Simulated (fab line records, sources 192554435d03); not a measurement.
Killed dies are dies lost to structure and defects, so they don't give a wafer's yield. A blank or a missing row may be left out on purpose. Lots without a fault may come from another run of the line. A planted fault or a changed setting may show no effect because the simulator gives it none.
Which tool did it? | flow n5_finfet | 10 lots, 30 wafers sampled, at 5 steps of a route of 1938

WHAT THE GAUGES READ, wafer by wafer
N5_BEOL_M1_THK_MEAS_53: measures by xrf.
lot  | measured     | on            | M1_THK (nm)
L586 | day 7 00:36  | film_metro-01 | 38.7 40.6 40.9
L587 | day 7 17:35  | film_metro-01 | 41.4 41.3 41.4
L590 | day 7 22:48  | film_metro-02 | 39.3 39.5 40.1
L591 | day 8 00:38  | film_metro-02 | 40.2 40.0 42.6
L592 | day 8 11:10  | film_metro-02 | 41.0 42.5 43.9
L593 | day 8 13:13  | film_metro-02 | 40.3 42.3 42.4
L594 | day 8 15:58  | film_metro-02 | 44.4 42.7 42.6
L606 | day 11 17:46 | film_metro-02 | 40.5 42.6 41.4
L607 | day 12 01:50 | film_metro-02 | 38.6 38.9 41.1
L608 | day 12 11:19 | film_metro-01 | 38.8 40.3 38.5

N5_BEOL_M4_RC_MEAS_101.
lot  | measured     | on        | DIBL_N (mV/V)  | DIBL_P (mV/V)  | IOFF_N (nA/um)    | IOFF_P (nA/um) | ION_N (uA/um) | ION_P (uA/um) | SS_N (mV/dec)  | SS_P (mV/dec)  | VT_N (mV)         | VT_P (mV)
L586 | day 8 04:54  | prober-01 | 34.3 38.8 36.5 | 33.6 39.7 35.2 | 0.129 0.233 0.155 | 0.19 0.29 0.22 | 660 687 672   | 462 468 457   | 71.6 72.8 72.1 | 72.8 74.8 73.3 | 250.5 243.2 251.0 | -248 -244 -247
L587 | day 9 00:26  | prober-01 | 34.8 36.4 32.5 | 34.6 37.3 32.9 | 0.127 0.172 0.114 | 0.20 0.26 0.19 | 660 683 669   | 460 474 470   | 71.4 71.5 70.7 | 71.7 73.3 72.3 | 253.8 250.2 250.5 | -248 -246 -247
L590 | day 9 14:31  | prober-01 | 37.4 37.1 35.0 | 35.6 36.0 33.4 | 0.178 0.178 0.136 | 0.20 0.21 0.16 | 674 686 664   | 456 458 448   | 71.8 71.6 71.7 | 73.3 73.6 72.4 | 247.8 249.2 253.0 | -255 -253 -255
L591 | day 9 05:35  | prober-01 | 35.8 37.2 35.4 | 37.4 38.3 36.6 | 0.168 0.183 0.158 | 0.24 0.24 0.21 | 689 681 666   | 473 463 459   | 71.4 71.7 70.7 | 73.3 73.6 73.8 | 248.0 246.9 249.3 | -249 -247 -252
L592 | day 9 16:41  | prober-01 | 36.4 36.4 35.4 | 34.8 35.9 34.2 | 0.153 0.160 0.147 | 0.20 0.23 0.20 | 671 677 670   | 464 474 465   | 71.4 71.3 70.6 | 73.4 73.2 72.6 | 250.6 248.7 249.6 | -250 -247 -246
L593 | day 10 06:41 | prober-02 | 36.4 34.8 36.5 | 37.4 35.2 36.9 | 0.167 0.132 0.172 | 0.19 0.16 0.20 | 688 673 679   | 457 456 463   | 70.5 71.3 70.6 | 74.0 73.0 73.3 | 249.1 249.8 248.2 | -254 -256 -251
L594 | day 10 05:20 | prober-02 | 35.6 35.7 36.2 | 34.3 35.1 34.6 | 0.140 0.142 0.146 | 0.19 0.19 0.19 | 666 663 670   | 456 457 462   | 71.3 70.9 71.1 | 72.4 72.9 72.4 | 253.3 251.2 250.4 | -252 -250 -250
L606 | day 13 03:45 | prober-02 | 40.2 35.4 37.4 | 39.1 34.9 37.0 | 0.228 0.132 0.165 | 0.27 0.19 0.22 | 677 672 682   | 468 462 465   | 72.5 70.7 71.2 | 74.4 72.5 73.3 | 246.0 252.0 247.7 | -248 -254 -249
L607 | day 13 21:41 | prober-01 | 36.2 35.4 34.2 | 37.0 37.1 34.5 | 0.186 0.171 0.136 | 0.23 0.22 0.18 | 670 690 660   | 458 465 451   | 72.1 71.6 71.1 | 73.9 74.4 72.8 | 245.1 248.0 251.7 | -248 -250 -253
L608 | day 14 04:16 | prober-02 | 36.1 35.0 38.2 | 36.2 35.4 39.4 | 0.149 0.136 0.190 | 0.18 0.17 0.24 | 665 678 675   | 456 459 462   | 71.0 70.9 71.5 | 72.9 73.7 74.2 | 252.6 253.1 249.5 | -253 -255 -248

WHICH TOOL RAN EACH LOT (tool, then ch and the chambers of the sampled wafers, then the start)
lot  | N5_BEOL_M1_CMP_52             | N5_BEOL_M1_DEP_57               | N5_BEOL_M2_COAT_05
L586 | cmp-02 ch 2,3, day 7 00:20    | pecvd-03 ch 0,1,2, day 7 00:47  | litho_track-04 ch 0, day 7 01:53
L587 | cmp-01 ch 0,2,3, day 7 17:22  | pecvd-03 ch 0,2, day 7 17:47    | litho_track-02 ch 0, day 7 18:34
L590 | cmp-02 ch 0,3, day 7 22:31    | pecvd-03 ch 0,1,2, day 7 23:00  | litho_track-02 ch 0, day 8 01:19
L591 | cmp-02 ch 0,1,3, day 8 00:20  | pecvd-03 ch 0,1, day 8 00:49    | litho_track-04 ch 0, day 8 01:49
L592 | cmp-01 ch 0,3, day 8 10:53    | pecvd-03 ch 0,2, day 8 11:22    | litho_track-04 ch 0, day 8 12:05
L593 | cmp-01 ch 1,2,3, day 8 13:00  | pecvd-02 ch 2, day 8 13:26      | litho_track-03 ch 0, day 8 15:32
L594 | cmp-01 ch 1,2,3, day 8 15:40  | pecvd-03 ch 1,2, day 8 16:09    | litho_track-04 ch 0, day 8 17:24
L606 | cmp-04 ch 2,3, day 11 17:29   | pecvd-02 ch 1,2, day 11 17:58   | litho_track-04 ch 0, day 11 21:53
L607 | cmp-02 ch 0,3, day 12 01:33   | pecvd-03 ch 0,1, day 12 02:02   | litho_track-03 ch 0, day 12 03:15
L608 | cmp-02 ch 0,2,3, day 12 11:04 | pecvd-03 ch 0,1,2, day 12 11:31 | litho_track-03 ch 0, day 12 12:28
- N5_BEOL_M1_CMP_52: polishes, stops on SiOC, t overpolish 6.8 s, target thk 40 nm.
- N5_BEOL_M1_DEP_57: deposits SiCN from 3MS/NH3, target thk 8 nm, time 14 s.
- N5_BEOL_M2_COAT_05: resist thk 30 nm.

WHAT THE TOOLS THEMSELVES READ (means of the sampled wafers that have a number; where no wafer has one, the mark that the record gives instead)
N5_BEOL_M1_CMP_52.
lot  | tool   | barrier_field_endpoint_s (s) | motor_current_A (A) | overpolish_run_s (s) | time_to_endpoint_s (s)
L586 | cmp-02 | 24.6                         | 6.5                 | 6.809                | 63
L587 | cmp-01 | 25.3                         | 5.8                 | 6.799                | 68
L590 | cmp-02 | 24.1                         | 6.4                 | 6.803                | 58
L591 | cmp-02 | 23.6                         | 6.2                 | 6.795                | 60
L592 | cmp-01 | 25.9                         | 6.0                 | 6.796                | 70
L593 | cmp-01 | 25.4                         | 5.6                 | 6.792                | 67
L594 | cmp-01 | 25.4                         | 5.5                 | 6.803                | 65
L606 | cmp-04 | 25.3                         | 6.1                 | 6.800                | 66
L607 | cmp-02 | 25.3                         | 6.7                 | 6.809                | 66
L608 | cmp-02 | 24.9                         | 6.5                 | 6.797                | 64

N5_BEOL_M1_DEP_57.
lot  | tool     | showerhead_plenum_p_Torr (Torr) | throttle_valve_pct (%)
L586 | pecvd-03 | 3.667                           | 9.0
L587 | pecvd-03 | 3.664                           | 9.0
L590 | pecvd-03 | 3.671                           | 8.9
L591 | pecvd-03 | 3.653                           | 9.3
L592 | pecvd-03 | 3.674                           | 8.8
L593 | pecvd-02 | 3.662                           | 8.6
L594 | pecvd-03 | 3.669                           | 8.8
L606 | pecvd-02 | 3.663                           | 8.7
L607 | pecvd-03 | 3.669                           | 9.3
L608 | pecvd-03 | 3.667                           | 9.1

N5_BEOL_M2_COAT_05.
lot  | tool           | chill_plate_temp_C (C) | dispense_pressure_kPa (kPa) | spin_speed_rpm (rpm)
L586 | litho_track-04 | 22.97                  | 43.8                        | 1500.7
L587 | litho_track-02 | 22.84                  | 47.7                        | 1501.2
L590 | litho_track-02 | 23.11                  | 47.7                        | 1500.1
L591 | litho_track-04 | 23.12                  | 43.8                        | 1500.6
L592 | litho_track-04 | 22.98                  | 43.8                        | 1340.8
L593 | litho_track-03 | 22.99                  | 46.2                        | 1499.7
L594 | litho_track-04 | 23.05                  | 43.8                        | 1339.0
L606 | litho_track-04 | 22.98                  | 43.9                        | 1499.8
L607 | litho_track-03 | 22.90                  | 46.3                        | 1501.1
L608 | litho_track-03 | 23.00                  | 46.2                        | 1499.9

THE ANSWER, worked out from the rows above alone
Rule: what is usual is taken from the lots themselves. Put in order of their means at a reading, lots are off if they are a third of the lots or fewer, leave a main group of 4 or more, and stand apart from it by a gap of 3 or more times the standard deviation of the main group's means; of several such gaps the widest counts. A main group whose means are all the same, to the digits that the tables above print for the reading, isn't used. A lot without any number at a reading at which 4 lots or more have one is off too. The other lots that the step has rows for count as sound. The gauges are gone through in route order, then the tools' own readings, and for those a lot's mean is taken as printed above. The first step at which some lot is off is used, and at that step the reading that is off furthest; a lot without a number counts as furthest.
Off: L592, L594, at N5_BEOL_M2_COAT_05 (spin_speed_rpm). The main group: mean 1500.4 rpm, standard deviation 0.55.
A tool fits if, at that step or a process step before it, it ran every lot that is off, and no sound lot after the first of them. None of those tried fits.

WHAT THE SIMULATOR HAD PUT IN
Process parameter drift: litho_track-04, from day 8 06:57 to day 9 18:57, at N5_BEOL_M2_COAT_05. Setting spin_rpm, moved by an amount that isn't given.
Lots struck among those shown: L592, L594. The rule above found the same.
